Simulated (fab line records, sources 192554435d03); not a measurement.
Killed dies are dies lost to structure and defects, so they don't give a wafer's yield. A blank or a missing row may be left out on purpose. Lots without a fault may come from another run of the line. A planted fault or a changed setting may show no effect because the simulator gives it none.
Tool commonality check | flow n5_finfet | 11 lots, 33 wafers sampled

WHY IT WAS OPENED
At N5_FIN_SAQP_INSPECT_40 the reading raw_defect_count is flagged on 3 of 11 lots. Wafers without a fault read 221, standard deviation 57.
Rule: a lot is flagged when every wafer of it that has a number lies more than 4 standard deviations from that mean, or none has a number. The other lots count as sound.

lot  | measured    | on                | raw_defect_count, wafer by wafer | flag
L463 | day 2 13:31 | defect_inspect-01 | 265 280 181                      |
L464 | day 2 21:41 | defect_inspect-02 | 169 275 167                      |
L465 | day 3 04:50 | defect_inspect-01 | 168 218 182                      |
L466 | day 3 07:53 | defect_inspect-02 | 242 260 249                      |
L474 | day 5 09:15 | defect_inspect-01 | 272 271 179                      |
L475 | day 5 14:19 | defect_inspect-01 | 179 263 200                      |
L476 | day 5 20:35 | defect_inspect-01 | 1652 1659 1508                   | FLAGGED
L477 | day 6 08:08 | defect_inspect-02 | 1475 1467 1402                   | FLAGGED
L480 | day 7 10:20 | defect_inspect-01 | 351 156 165                      |
L481 | day 7 18:14 | defect_inspect-01 | 1421 1545 1507                   | FLAGGED
L484 | day 7 23:16 | defect_inspect-02 | 246 217 174                      |
The numbers of the flagged lots are 1515 on average: +1294 against the usual, or +23 standard deviations.

WHICH TOOL RAN EACH LOT
The record holds 3 process steps before the reading, out of a route of 1938 steps. In each cell: the tool, then ch and the chambers that the sampled wafers went through, then the start.
lot  | flag    | N5_FIN_SAQP_MANDREL_ETCH_22     | N5_FIN_SAQP_ETCH_65             | N5_FIN_SAQP_STRIP_77
L463 |         | rie_si-02 ch 0,1, day 2 09:31   | rie_si-01 ch 1,2, day 2 11:23   | rie_diel-05 ch 0,2,3, day 2 13:04
L464 |         | rie_si-03 ch 1,3, day 2 16:10   | rie_si-02 ch 0,2, day 2 18:35   | rie_diel-04 ch 0,1, day 2 21:15
L465 |         | rie_si-03 ch 0,1,2, day 3 00:55 | rie_si-02 ch 0,1,3, day 3 02:48 | rie_diel-02 ch 0,1,2, day 3 04:24
L466 |         | rie_si-03 ch 1,2, day 3 03:47   | rie_si-01 ch 0,2, day 3 05:55   | rie_diel-05 ch 0,2, day 3 07:27
L474 |         | rie_si-03 ch 0,1,2, day 5 05:24 | rie_si-03 ch 1,3, day 5 07:16   | rie_diel-05 ch 0,2, day 5 08:49
L475 |         | rie_si-03 ch 0,2,3, day 5 10:08 | rie_si-01 ch 1,2, day 5 12:17   | rie_diel-02 ch 0,1,3, day 5 13:52
L476 | FLAGGED | rie_si-03 ch 2,3, day 5 15:48   | rie_si-03 ch 0,2, day 5 18:09   | rie_diel-04 ch 0,1, day 5 20:06
L477 | FLAGGED | rie_si-03 ch 1,3, day 6 00:59   | rie_si-03 ch 1,3, day 6 05:38   | rie_diel-05 ch 0,1,2, day 6 07:41
L480 |         | rie_si-01 ch 0,1, day 7 05:52   | rie_si-03 ch 1,2, day 7 08:10   | rie_diel-02 ch 1,2, day 7 09:53
L481 | FLAGGED | rie_si-03 ch 1,2,3, day 7 12:55 | rie_si-03 ch 1,2,3, day 7 15:14 | rie_diel-05 ch 0,1,2, day 7 17:47
L484 |         | rie_si-01 ch 0,1, day 7 19:04   | rie_si-01 ch 0,2,3, day 7 21:00 | rie_diel-02 ch 1,2,3, day 7 22:48
What these steps do:
- N5_FIN_SAQP_MANDREL_ETCH_22: etches a-Si in HBr/Cl2, stops on SiNx, target depth 60 nm, bt time 10 s, time 30 s.
- N5_FIN_SAQP_ETCH_65: etches SiO2 in CF4, target depth 4 nm, time 4.4 s.
- N5_FIN_SAQP_STRIP_77: strips in N2/H2, time 90 s.
- N5_FIN_SAQP_INSPECT_40: inspects for defects (brightfield).

FLAGGED OVER TOTAL, TOOL BY TOOL (the gauges that took the reading come last)
step                        | tool              | lots run | flagged | share of the flagged lots | sound lots run after its first flagged lot
N5_FIN_SAQP_MANDREL_ETCH_22 | rie_si-01         | 2        | 0       | none                      | -
N5_FIN_SAQP_MANDREL_ETCH_22 | rie_si-02         | 1        | 0       | none                      | -
N5_FIN_SAQP_MANDREL_ETCH_22 | rie_si-03         | 8        | 3       | all                       | 0
N5_FIN_SAQP_ETCH_65         | rie_si-01         | 4        | 0       | none                      | -
N5_FIN_SAQP_ETCH_65         | rie_si-02         | 2        | 0       | none                      | -
N5_FIN_SAQP_ETCH_65         | rie_si-03         | 5        | 3       | all                       | 1 (L480)
N5_FIN_SAQP_STRIP_77        | rie_diel-02       | 4        | 0       | none                      | -
N5_FIN_SAQP_STRIP_77        | rie_diel-04       | 2        | 1       | some                      | 0
N5_FIN_SAQP_STRIP_77        | rie_diel-05       | 5        | 2       | some                      | 0
N5_FIN_SAQP_INSPECT_40      | defect_inspect-01 | 7        | 2       | some                      | 1 (L480)
N5_FIN_SAQP_INSPECT_40      | defect_inspect-02 | 4        | 1       | some                      | 1 (L484)

WHAT THE TABLE ALLOWS
2 rows of the table ran every flagged lot: rie_si-03 at N5_FIN_SAQP_MANDREL_ETCH_22, rie_si-03 at N5_FIN_SAQP_ETCH_65.
- rie_si-03 at N5_FIN_SAQP_MANDREL_ETCH_22: 3 of its 8 lots flagged. Its last sound lot is L475 (day 5 10:08), its first flagged lot L476 (day 5 15:48): a fault that began between those two fits.
- rie_si-03 at N5_FIN_SAQP_ETCH_65: 3 of its 5 lots flagged. Sound lots ran on it after the first flagged one (L480), which a lasting fault on the whole tool wouldn't allow.
One tool is left: rie_si-03 at N5_FIN_SAQP_MANDREL_ETCH_22.

WHAT THE SIMULATOR HAD PUT IN
Chamber particle source: rie_si-03, from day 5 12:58 on, at N5_FIN_SAQP_MANDREL_ETCH_22. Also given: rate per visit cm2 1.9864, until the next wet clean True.
Lots struck among those shown: L476, L477, L481. The rule above found the same.
